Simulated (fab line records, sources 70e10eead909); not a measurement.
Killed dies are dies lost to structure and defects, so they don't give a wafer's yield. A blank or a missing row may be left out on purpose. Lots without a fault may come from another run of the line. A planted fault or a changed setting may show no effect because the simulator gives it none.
Chamber matching | flow nand_harc | NHARC_A_CHANNEL_FILL_D2_STRIP_28 on rie_diel-01: 4 sister chambers
The step strips in O2, time 20 s. 14 wafers are shown with their chamber, then 7 later ones without.

WAFERS WITH THEIR CHAMBER
wafer  | chamber | showerhead_plenum_p_Torr (Torr) | drypump_motor_current_A (A) | oes_product_au (a.u.)
L252.2 | 0       | 3.53                            | 4.8                         | 0.994
L252.3 | 1       | 3.63                            | 6.3                         | 0.990
L252.6 | 3       | 3.62                            | 6.3                         | 1.019
L254.1 | 0       | 3.53                            | 4.8                         | 0.983
L254.5 | 0       | 3.53                            | 4.8                         | 0.981
L254.6 | 3       | 3.62                            | 6.3                         | 0.997
L258.1 | 2       | 3.31                            | 5.7                         | 0.998
L258.2 | 3       | 3.62                            | 6.3                         | 1.008
L258.5 | 3       | 3.62                            | 6.3                         | 1.006
L263.3 | 3       | 3.62                            | 6.4                         | 1.018
L263.4 | 0       | 3.52                            | 4.8                         | 0.985
L263.5 | 3       | 3.62                            | 6.4                         | 1.007
L269.1 | 0       | 3.52                            | 4.8                         | 1.007
L269.3 | 2       | 3.31                            | 5.7                         | 0.997

SIGNATURES (means of the wafers above)
reading                  | chamber 0 | chamber 1 | chamber 2 | chamber 3 | scatter within a chamber
showerhead_plenum_p_Torr | 3.5260    | 3.6300    | 3.3100    | 3.6200    | 0.00346
drypump_motor_current_A  | 4.800     | 6.300     | 5.700     | 6.333     | 0.0365
oes_product_au           | 0.99000   | 0.99000   | 0.99750   | 1.00917   | 0.00894
Rule: a wafer's distance from a chamber is the root of the sum, over the readings, of the square of ((its reading less the chamber's mean) divided by the reading's scatter). The wafer belongs to the nearest chamber; if the next one is less than 2 further off, it can't be placed. The scatter: the root of (the sum of the squares of (reading less its chamber's mean) over the shown wafers, divided by (wafers less chambers)).

WAFERS WITHOUT THEIR CHAMBER
wafer  | showerhead_plenum_p_Torr (Torr) | drypump_motor_current_A (A) | oes_product_au (a.u.)
L269.4 | 3.62                            | 6.3                         | 1.012
L271.2 | 3.52                            | 4.8                         | 1.003
L271.4 | 3.62                            | 6.3                         | 1.021
L271.6 | 3.62                            | 6.4                         | 1.010
L275.1 | 3.31                            | 5.7                         | 0.993
L275.2 | 3.62                            | 6.3                         | 1.018
L275.3 | 3.52                            | 4.8                         | 1.016

WHICH CHAMBER EACH WENT THROUGH
wafer  | from the rows above | in truth
L269.4 | 3                   | 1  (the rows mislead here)
L271.2 | 0                   | 0
L271.4 | 3                   | 3
L271.6 | 3                   | 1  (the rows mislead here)
L275.1 | 2                   | 2
L275.2 | 3                   | 3
L275.3 | 0                   | 0
Placed correctly: 5 of 7. Can't be placed from these rows: 0. Placed wrongly: 2.
